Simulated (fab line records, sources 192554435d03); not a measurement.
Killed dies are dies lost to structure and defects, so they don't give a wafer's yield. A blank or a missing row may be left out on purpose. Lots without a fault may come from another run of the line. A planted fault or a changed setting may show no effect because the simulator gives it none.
fab line records | flow n5_finfet
record lots=8 wafers=23 last_day=19
route steps=1938 shown FIN_SAQP@94 FIN_CUT@165 BEOL_M4@1111 PASSIVATION@1936
lots that met no fault: from a run of the same line without faults
start_h: hours from the record's first day to the start of the lot's first wafer shown | wait_h: hours since the lot's step before | " the same as in the row above | L1.1+2: a row that stands for several wafers | - no value, or no start given | * or withheld: withheld | < > ~ a bound
route shown NAME@n: a module of which the file shows steps, and the number in the route of the first | usual: mean/standard deviation of fault-free wafers | same: alike in all rows | chamber/n: place in a boat | sites: the reading at each site | _std_site: their standard deviation | _edge_site: outer sites' mean less inner sites' | radius_mm: how far each site lies from the wafer's centre | mask NAME#n: copy n | behind: the tool/chamber that last shaped the wafer | hold: why the lot was held/for how many hours/how that ended | device: the transistor (n, p or np) that didn't switch | end of line: the same wafers' tests at the end of the route | a step without rows: its recipe alone | killed: dies lost to structure and defects at the first sort, not the wafer's yield | map: a wafer's dies, x killed, . not, _ none there
set.NAME: the setting as run; set.NAME@STEP: as run at that earlier step | model.NAME: the simulator's own value behind a step, which no gauge read
steps of the route over a sample of lots; a table a step, a row a wafer
services: from which hour (start_h, from the record's first day; less than 0 if before it) a tool's chamber was out of use, for how many hours, and why
## steps
# step N5_FIN_SAQP_ALD_61
# recipe material=SiO2 target_thk_a=40 temp_c=300 ald_precursor_family=BDEAS ald_co_reactant=O2-plasma pulse_time_s=1 purge_time_s=2 co_reactant_purge_time_s=2 ald_cycles=43 pressure_torr=2
# usual chamber_pressure_Torr=2.000/0.0042 heater_power_w=486/39 precursor_pulse_height_rel=1.002/0.019 susceptor_temp_C=299.98/0.2
# columns lot.wafer tool chamber start_h wait_h chamber_pressure_Torr heater_power_w precursor_pulse_height_rel susceptor_temp_C
L380.2 ald_sin-02 1 26.57 0.0 1.991 525 0.998 299.69
L380.3 " 3 " " 2.003 520 1.003 299.90
L380.5 " 2 " " 2.000 526 1.013 299.78
L381.1 ald_sin-02 1 33.07 0.4 2.000 524 0.999 300.17
L381.2 " 0 " " 1.999 438 1.010 299.88
L381.6 " 3 " " 2.005 516 1.012 299.97
L385.5 ald_sin-02 1 56.81 0.1 1.997 520 0.989 299.93
L385.6 " 0 " " 2.000 437 0.976 299.64
L392.2 ald_sin-02 1 99.15 0.8 2.006 522 0.998 299.91
L392.5 " 3 " " 2.003 510 1.055 299.84
L392.6 " 0 " " 2.000 433 1.009 299.92
L398.1 ald_sin-01 3 134.76 0.5 2.007 481 1.016 299.96
L398.3 " 2 " " 2.003 460 1.039 300.18
L398.5 " 3 " " 1.999 495 1.002 300.28
L399.1 ald_sin-01 3 140.42 0.5 1.995 490 1.005 299.92
L399.2 " 0 " " 1.997 443 1.015 299.68
L399.5 " 2 " " 1.997 467 0.985 300.21
L401.1 ald_sin-01 2 152.18 0.0 2.004 475 0.996 299.72
L401.3 " 0 " " 1.997 447 0.991 300.18
L401.4 " 1 " " 2.005 446 1.026 299.98
L402.1 ald_sin-01 3 158.26 0.0 1.999 492 1.012 299.83
L402.3 " 1 " " 1.999 449 1.010 300.11
L402.6 " 1 " " 1.999 443 1.006 300.08
# step N5_FIN_SAQP_CD_MEAS_16
# recipe target_cd_nm=35.6 landing_energy_ev=500 detector=se_inlens
# usual cd_nm=35.6/0.34
# columns lot.wafer tool chamber start_h wait_h cd_nm
L380.2 cd_sem-03 0 27.78 - 36.0
L380.3 " 0 " " 35.6
L380.5 " 0 " " 35.7
L381.1 cd_sem-01 0 34.28 - 36.2
L381.2 " 0 " " 35.9
L381.6 " 0 " " 36.1
L385.5 cd_sem-03 0 57.97 - 35.5
L385.6 " 0 " " 35.5
L392.2 cd_sem-01 0 100.38 - 35.5
L392.5 " 0 " " 35.4
L392.6 " 0 " " 35.4
L398.1 cd_sem-03 0 135.97 - 35.1
L398.3 " 0 " " 35.7
L398.5 " 0 " " 35.5
L399.1 cd_sem-03 0 141.69 - 35.2
L399.2 " 0 " " 35.0
L399.5 " 0 " " 35.8
L401.1 cd_sem-02 0 153.37 - 36.4
L401.3 " 0 " " 35.6
L401.4 " 0 " " 35.7
L402.1 cd_sem-01 0 159.37 - 35.3
L402.3 " 0 " " 35.3
L402.6 " 0 " " 35.4
# step N5_FIN_SAQP_INSPECT_18
# recipe mode=adi inspect_instrument=brightfield
# usual raw_defect_count=454/110
# columns lot.wafer tool chamber start_h wait_h raw_defect_count
L380.2 defect_inspect-01 - 27.84 0.0 451
L380.3 " - " " 370
L380.5 " - " " 554
L381.1 defect_inspect-02 - 34.35 0.0 252
L381.2 " - " " 320
L381.6 " - " " 356
L385.5 defect_inspect-02 - 58.02 0.0 620
L385.6 " - " " 541
L392.2 defect_inspect-02 - 100.44 0.0 531
L392.5 " - " " 859
L392.6 " - " " 422
L398.1 defect_inspect-01 - 136.03 0.0 446
L398.3 " - " " 421
L398.5 " - " " 512
L399.1 defect_inspect-02 - 141.75 0.0 353
L399.2 " - " " 433
L399.5 " - " " 560
L401.1 defect_inspect-02 - 153.44 0.0 457
L401.3 " - " " 413
L401.4 " - " " 490
L402.1 defect_inspect-01 - 159.43 0.0 448
L402.3 " - " " 520
L402.6 " - " " 414
# step N5_FIN_SAQP_MANDREL_ETCH_22
# recipe target_depth_a=600 chemistry=HBr/Cl2 target=a-Si stop_on=SiNx bt_time_s=10 over_etch_frac=0.5 time_s=30 pressure_mtorr=10 icp_w=800 bias_w=75 HBr_flow_sccm=150 Cl2_flow_sccm=80 ends=end_point
# usual drypump_motor_current_A=5.6/0.42 oes_product_au=0.768/0.016 rf_fwd_power_W=795.7/2.4 throttle_valve_pct=35.29/0.28
# columns lot.wafer tool chamber start_h wait_h drypump_motor_current_A oes_product_au rf_fwd_power_W rf_hours_counter_h throttle_valve_pct
L380.2 rie_si-04 3 28.16 0.0 5.0 0.769 798.9 112 35.37
L380.3 " 2 " " 5.4 0.787 793.3 105 35.40
L380.5 " 1 " " 5.2 0.786 793.6 - 34.96
L381.1 rie_si-01 3 34.67 0.0 6.4 0.767 799.7 118 34.97
L381.2 " 0 " " 6.2 0.769 792.5 139 35.56
L381.6 " 2 " " 5.6 0.766 792.8 - 35.81
L385.5 rie_si-04 3 58.37 0.1 5.0 0.776 796.7 - 35.36
L385.6 " 0 " " 5.8 0.760 795.6 - 35.41
L392.2 rie_si-04 0 100.76 0.0 5.8 0.769 796.7 2 35.41
L392.5 " 1 " " 5.2 0.771 797.0 - 34.99
L392.6 " 2 " " 5.4 0.793 796.8 - 35.42
L398.1 rie_si-04 2 136.37 0.0 5.4 0.791 793.0 107 35.41
L398.3 " 1 " " 5.2 0.768 795.4 131 35.00
L398.5 " 2 " " 5.4 0.782 800.1 - 35.41
L399.1 rie_si-04 2 142.07 0.0 5.4 0.778 797.5 107 35.44
L399.2 " 3 " " 5.0 0.766 792.5 115 35.37
L399.5 " 3 " " 5.0 0.776 795.7 - 35.33
L401.1 rie_si-01 2 153.76 0.0 5.7 0.772 792.8 96 35.82
L401.3 " 1 " " 4.9 0.764 795.1 4 35.23
L401.4 " 0 " " 6.2 0.768 796.2 141 35.58
L402.1 rie_si-04 0 160.13 0.0 5.9 0.751 793.1 3 35.44
L402.3 " 1 " " 5.2 0.765 793.0 131 35.00
L402.6 " 0 " " 5.9 0.768 793.5 - 35.42
# step N5_FIN_SAQP_SPACER1_ALD_24
# recipe material=SiO2 target_thk_a=203 temp_c=300 ald_precursor_family=BDEAS ald_co_reactant=O2-plasma pulse_time_s=1 purge_time_s=2 co_reactant_purge_time_s=2 ald_cycles=218 pressure_torr=2
# usual chamber_pressure_Torr=1.999/0.0047 heater_power_w=487/40 precursor_pulse_height_rel=0.997/0.019 susceptor_temp_C=300.02/0.19
# columns lot.wafer tool chamber start_h wait_h chamber_pressure_Torr heater_power_w precursor_pulse_height_rel susceptor_temp_C
L380.2 ald_sin-01 0 28.98 0.3 1.997 437 0.986 300.17
L380.3 " 1 " " 1.999 443 0.995 300.05
L380.5 " 1 " " 2.005 445 0.996 299.93
L381.1 ald_sin-01 3 35.75 0.3 1.994 474 0.957 300.12
L381.2 " 2 " " 2.004 446 0.995 300.16
L381.6 " 0 " " 1.998 459 1.010 300.17
L385.5 ald_sin-02 2 60.81 0.4 2.006 545 0.983 300.15
L385.6 " 3 " " 2.000 505 1.040 300.03
L392.2 ald_sin-01 0 101.56 0.3 1.999 459 0.987 299.65
L392.5 " 2 " " 1.996 466 0.989 300.05
L392.6 " 3 " " 1.990 476 0.981 300.03
L398.1 ald_sin-01 2 137.17 0.3 1.996 458 0.958 300.08
L398.3 " 3 " " 1.996 498 1.014 299.56
L398.5 " 2 " " 2.000 463 0.974 300.04
L399.1 ald_sin-01 1 142.98 0.3 2.003 443 0.981 299.99
L399.2 " 2 " " 1.997 464 0.998 299.89
L399.5 " 0 " " 2.000 445 0.985 300.39
L401.1 ald_sin-02 1 154.57 0.3 1.992 517 0.958 299.93
L401.3 " 0 " " 1.999 444 1.010 299.88
L401.4 " 3 " " 2.007 516 0.993 299.98
L402.1 ald_sin-02 0 160.93 0.3 2.003 430 1.007 300.23
L402.3 " 3 " " 1.989 522 1.022 300.17
L402.6 " 0 " " 2.005 450 1.004 300.05
# step N5_FIN_SAQP_INSPECT_40
# recipe inspect_instrument=brightfield mode=aei
# usual raw_defect_count=251/81
# columns lot.wafer tool chamber start_h wait_h raw_defect_count
L380.2 defect_inspect-01 - 32.46 0.0 455
L380.3 " - " " 281
L380.5 " - " " 391
L381.1 defect_inspect-01 - 38.79 0.0 151
L381.2 " - " " 160
L381.6 " - " " 134
L385.5 defect_inspect-02 - 63.51 0.0 195
L385.6 " - " " 230
L392.2 defect_inspect-02 - 105.52 0.0 423
L392.5 " - " " 537
L392.6 " - " " 290
L398.1 defect_inspect-02 - 141.31 0.0 261
L398.3 " - " " 183
L398.5 " - " " 246
L399.1 defect_inspect-01 - 146.03 0.0 248
L399.2 " - " " 320
L399.5 " - " " 284
L401.1 defect_inspect-01 - 157.73 0.0 246
L401.3 " - " " 277
L401.4 " - " " 269
L402.1 defect_inspect-02 - 164.15 0.0 335
L402.3 " - " " 151
L402.6 " - " " 273
# step N5_FIN_CUT_INSPECT_10
# recipe mode=adi inspect_instrument=brightfield
# usual raw_defect_count=47/15
# columns lot.wafer tool chamber start_h wait_h raw_defect_count
L380.2 defect_inspect-01 - 32.98 0.0 70
L380.3 " - " " 66
L380.5 " - " " 67
L381.1 defect_inspect-02 - 39.18 0.1 27
L381.2 " - " " 43
L381.6 " - " " 25
L385.5 defect_inspect-02 - 64.04 0.0 35
L385.6 " - " " 42
L392.2 defect_inspect-02 - 106.94 0.0 61
L392.5 " - " " 319
L392.6 " - " " 54
L398.1 defect_inspect-01 - 141.70 0.1 51
L398.3 " - " " 23
L398.5 " - " " 43
L399.1 defect_inspect-01 - 146.54 0.1 44
L399.2 " - " " 54
L399.5 " - " " 43
L401.1 defect_inspect-01 - 158.12 0.1 57
L401.3 " - " " 44
L401.4 " - " " 63
L402.1 defect_inspect-01 - 164.67 0.1 56
L402.3 " - " " 31
L402.6 " - " " 50
# step N5_FIN_CUT_INSPECT_17
# recipe inspect_instrument=brightfield mode=aei
# usual raw_defect_count=254/82
# columns lot.wafer tool chamber start_h wait_h raw_defect_count
L380.2 defect_inspect-01 - 33.92 0.0 433
L380.3 " - " " 287
L380.5 " - " " 358
L381.1 defect_inspect-01 - 40.78 0.0 167
L381.2 " - " " 168
L381.6 " - " " 120
L385.5 defect_inspect-01 - 65.00 0.0 212
L385.6 " - " " 217
L392.2 defect_inspect-01 - 108.00 0.0 411
L392.5 " - " " 555
L392.6 " - " " 298
L398.1 defect_inspect-02 - 142.80 0.0 263
L398.3 " - " " 172
L398.5 " - " " 236
L399.1 defect_inspect-02 - 147.49 0.0 256
L399.2 " - " " 337
L399.5 " - " " 295
L401.1 defect_inspect-01 - 159.08 0.0 260
L401.3 " - " " 274
L401.4 " - " " 276
L402.1 defect_inspect-01 - 165.75 0.0 342
L402.3 " - " " 155
L402.6 " - " " 262
# step N5_BEOL_M4_RC_MEAS_101
# usual DIBL_N=36.0/1.6 DIBL_P=35.8/2 IOFF_N=0.152/0.03 IOFF_P=0.20/0.031 ION_N=670/12 ION_P=459/7.4 SS_N=71.5/0.56 SS_P=73.2/0.64 VT_N=251/3.5 VT_P=-252/3.3
# columns lot.wafer tool chamber start_h wait_h DIBL_N[mV/V] DIBL_P[mV/V] IOFF_N[nA/um] IOFF_P[nA/um] ION_N[uA/um] ION_P[uA/um] SS_N[mV/dec] SS_P[mV/dec] VT_N[mV] VT_P[mV]
L380.2 prober-02 0 203.82 0.2 36.7 35.8 0.154 0.20 674 462 72.0 73.0 251 -253
L380.3 " 0 " " 36.7 35.5 0.141 0.19 657 454 71.0 73.0 254 -254
L380.5 " 0 " " 33.5 31.3 0.101 0.15 650 450 71.0 72.1 255 -256
L381.1 prober-02 0 205.93 0.0 37.0 37.4 0.162 0.21 683 468 70.9 74.1 248 -250
L381.2 " 0 " " 35.3 34.5 0.136 0.17 675 464 71.0 72.6 249 -253
L381.6 " 0 " " 35.9 34.9 0.135 0.18 659 451 70.8 73.1 252 -255
L385.5 prober-02 0 239.46 0.6 36.8 37.0 0.170 0.20 665 449 71.2 73.4 247 -253
L385.6 " 0 " " 34.7 35.1 0.134 0.18 667 457 71.4 73.4 253 -252
L392.2 prober-02 0 262.26 0.2 37.8 39.2 0.176 0.22 676 456 71.8 73.7 249 -252
L392.5 " 0 " " 36.2 37.3 0.152 0.19 668 456 71.5 73.2 251 -254
L392.6 " 0 " " 37.5 38.8 0.176 0.21 679 458 72.1 73.5 249 -252
L398.1 prober-02 0 317.40 0.0 35.8 34.9 0.155 0.19 680 462 71.8 72.8 249 -252
L398.3 " 0 " " 33.6 31.3 0.109 0.14 653 449 71.5 73.0 257 -256
L398.5 " 0 " " 34.9 33.4 0.135 0.17 674 463 71.9 72.8 250 -253
L399.1 prober-02 0 328.96 0.0 35.5 33.7 0.136 0.21 674 473 70.9 72.8 254 -250
L399.2 " 0 " " 36.1 34.1 0.144 0.21 661 459 71.4 73.5 251 -246
L399.5 " 0 " " 35.4 33.8 0.135 0.20 664 459 71.3 73.4 251 -247
L401.1 prober-01 0 342.77 0.0 35.3 36.1 0.156 0.23 681 467 71.0 73.7 248 -249
L401.3 " 0 " " 35.7 36.1 0.171 0.22 677 468 71.2 74.0 249 -250
L401.4 " 0 " " 37.0 37.1 0.177 0.23 676 465 71.9 74.4 251 -250
L402.1 prober-02 0 347.34 0.0 34.3 34.4 0.129 0.17 655 454 70.4 72.7 250 -253
L402.3 " 0 " " 31.8 30.1 0.087 0.11 632 435 71.7 71.6 259 -261
L402.6 " 0 " " 33.2 32.1 0.113 0.14 658 449 71.2 72.2 255 -258
# step N5_PASSIVATION_PROBE_49
# usual defect_limited_yield=91.6/1.4 killed_at_M0_to_M3=33/10 killed_at_M4_up=13/5.3 killed_at_contacts=13/5.9 killed_at_front_end=36/12 killed_at_other=4/3.1 killed_dies=99/16 killed_open=65/13 killed_short=32/7.3 sort_bin_5_function=4.9/0.9 sort_bin_6_memory=3.1/0.66 sort_bin_8_speed=0.0/0.42 sort_n_pass=1081/17 sort_yield_pct=91.6/1.4
# same gross_dies=1180 killed_at_back_side=0 sort_bin_4_leakage[%]=0
# columns lot.wafer tool chamber start_h wait_h defect_limited_yield[%] killed_at_M0_to_M3 killed_at_M4_up killed_at_contacts killed_at_front_end killed_at_other killed_dies killed_open killed_short sort_bin_5_function[%] sort_bin_6_memory[%] sort_bin_8_speed[%] sort_n_pass sort_yield_pct[%]
L392.2 prober-02 - 365.97 0.1 90.8 37 20 12 37 2 108 83 24 6.4 2.6 0 1072 90.8
L392.5 prober-02 - 366.12 0.2 86.6 18 12 14 109 5 158 59 25 8.5 4.3 0 1022 86.6
L392.6 prober-02 - 366.17 0.3 90.3 28 15 13 58 1 115 77 31 5.9 3.0 0 1065 90.3
# killed by level:class
L392.2 BEOL_M3:geometric_particle:open=14 MOL_CONTACT_COAG:geometric_particle:open=12 BEOL_M4:geometric_particle:open=10 BEOL_M0_SAQP:geometric_particle:open=9 GATE_CUT:geometric_particle:open=8 GATE_CUT:geometric_particle:short=7 DUMMY_GATE:geometric_particle:open=5 FIN_SAQP:geometric_particle:open=4
L392.5 FIN_SAQP:unspecified=72 MOL_CONTACT_COAG:geometric_particle:open=12 FIN_SAQP:geometric_particle:short=8 BEOL_M4:geometric_particle:open=8 FIN_SAQP:geometric_particle:open=7 STI_FIN_REVEAL:geometric_particle:open=5 DUMMY_GATE:geometric_particle:open=5 BEOL_M0:geometric_particle:open=5
L392.6 FIN_SAQP:geometric_particle:open=18 BEOL_M3:geometric_particle:open=14 FIN_SAQP:geometric_particle:short=11 DUMMY_GATE:geometric_particle:open=9 MOL_CONTACT_COAG:geometric_particle:open=9 STI_FIN_REVEAL:geometric_particle:open=7 BEOL_M3:geometric_particle:short=7 BEOL_M4:geometric_particle:open=7
## services
# columns tool chamber start_h hours kind
ald_sin-01 0 7.96 - clean
ald_sin-01 1 7.96 - clean
ald_sin-01 2 7.96 - clean
ald_sin-01 3 7.96 - clean
ald_sin-01 3 37.52 8.8 repair
ald_sin-01 - 54.47 0.6 repair
ald_sin-01 - 67.08 14.6 pm
ald_sin-01 1 82.93 7.7 repair
ald_sin-01 3 91.63 6.6 repair
ald_sin-02 - 106.72 1.6 repair
rie_si-04 0 109.72 2.6 repair
rie_si-04 1 124.00 9.2 repair
rie_si-04 2 126.55 4.9 repair
rie_si-04 - 137.41 2.8 pm
rie_si-04 3 149.84 37.9 repair
## key
first_sign step=N5_FIN_SAQP_INSPECT_18 reading=raw_defect_count direction=up sigmas=3.7 usual=454 struck=859
effect step=N5_FIN_SAQP_INSPECT_40 reading=raw_defect_count direction=up sigmas=3.5 usual=251 struck=537
effect step=N5_FIN_CUT_INSPECT_10 reading=raw_defect_count direction=up sigmas=18 usual=47 struck=319
effect step=N5_FIN_CUT_INSPECT_17 reading=raw_defect_count direction=up sigmas=3.7 usual=254 struck=555
effect step=N5_PASSIVATION_PROBE_49 reading=killed_at_front_end direction=up sigmas=6.2 usual=36 struck=109
more_kills_born_at N5_FIN_SAQP_ALD_61@ald_sin-02=72
met_at N5_FIN_SAQP_ALD_61
struck_lots L392
struck_wafers L392.5
not_acting_at N5_FIN_SAQP_CD_MEAS_16,N5_FIN_SAQP_MANDREL_ETCH_22,N5_FIN_SAQP_SPACER1_ALD_24
onset_between 33.07 99.15
fault kind=chamber_particle_source tool=ald_sin-02 chamber=3 onset_h=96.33 steps=N5_FIN_SAQP_ALD_61 rate_per_visit_cm2=0.41765 end_h=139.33
